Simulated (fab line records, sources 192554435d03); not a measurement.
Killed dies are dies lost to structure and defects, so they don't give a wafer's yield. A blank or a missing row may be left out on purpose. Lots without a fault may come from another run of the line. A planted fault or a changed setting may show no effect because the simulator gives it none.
Chamber matching | flow n5_finfet | N5_HKMG_FIN_DESCUM_53 on rie_diel-02: 4 sister chambers
The step chemistry O2, time 7.9 s. 8 wafers are shown with their chamber, then 9 later ones without.

WAFERS WITH THEIR CHAMBER
wafer  | chamber | throttle_valve_pct (%) | drypump_motor_current_A (A)
L085.1 | 3       | 20.47                  | 5.9
L085.3 | 2       | 20.48                  | 5.8
L087.1 | 0       | 20.80                  | 5.3
L087.3 | 1       | 20.32                  | 5.8
L087.5 | 1       | 20.33                  | 5.8
L091.1 | 2       | 20.49                  | 5.7
L091.2 | 3       | 20.49                  | 5.9
L091.4 | 0       | 20.82                  | 5.3

WAFERS WITHOUT THEIR CHAMBER
wafer  | throttle_valve_pct (%) | drypump_motor_current_A (A)
L092.1 | 20.48                  | 5.9
L092.2 | 20.49                  | 5.7
L092.3 | 20.82                  | 5.3
L095.2 | 20.49                  | 5.9
L095.5 | 20.52                  | 5.9
L095.6 | 20.52                  | 5.7
L096.3 | 20.52                  | 5.8
L096.5 | 20.37                  | 5.9
L096.6 | 20.51                  | 5.7

WHICH CHAMBER EACH WENT THROUGH
wafer  | from the rows above     | in truth
L092.1 | 3                       | 3
L092.2 | 2                       | 2
L092.3 | 0                       | 0
L095.2 | 3                       | 3
L095.5 | can't be placed: 3 or 2 | 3
L095.6 | 2                       | 2
L096.3 | can't be placed: 2 or 3 | 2
L096.5 | 1                       | 1
L096.6 | 2                       | 2
Placed correctly: 7 of 9. Can't be placed from these rows: 2 (the true chamber is among the candidates in 2). Placed wrongly: 0.
How it was worked out, from the rows above alone: a wafer's distance from a chamber is the root of the sum, over the readings, of the square of ((its reading less the chamber's mean) divided by the reading's scatter). The wafer belongs to the nearest chamber; if the next one is less than 2 further off, it can't be placed. A chamber's mean is the mean of its shown wafers. The scatter: the root of (the sum of the squares of (reading less its chamber's mean) over the shown wafers, divided by (wafers less chambers)).
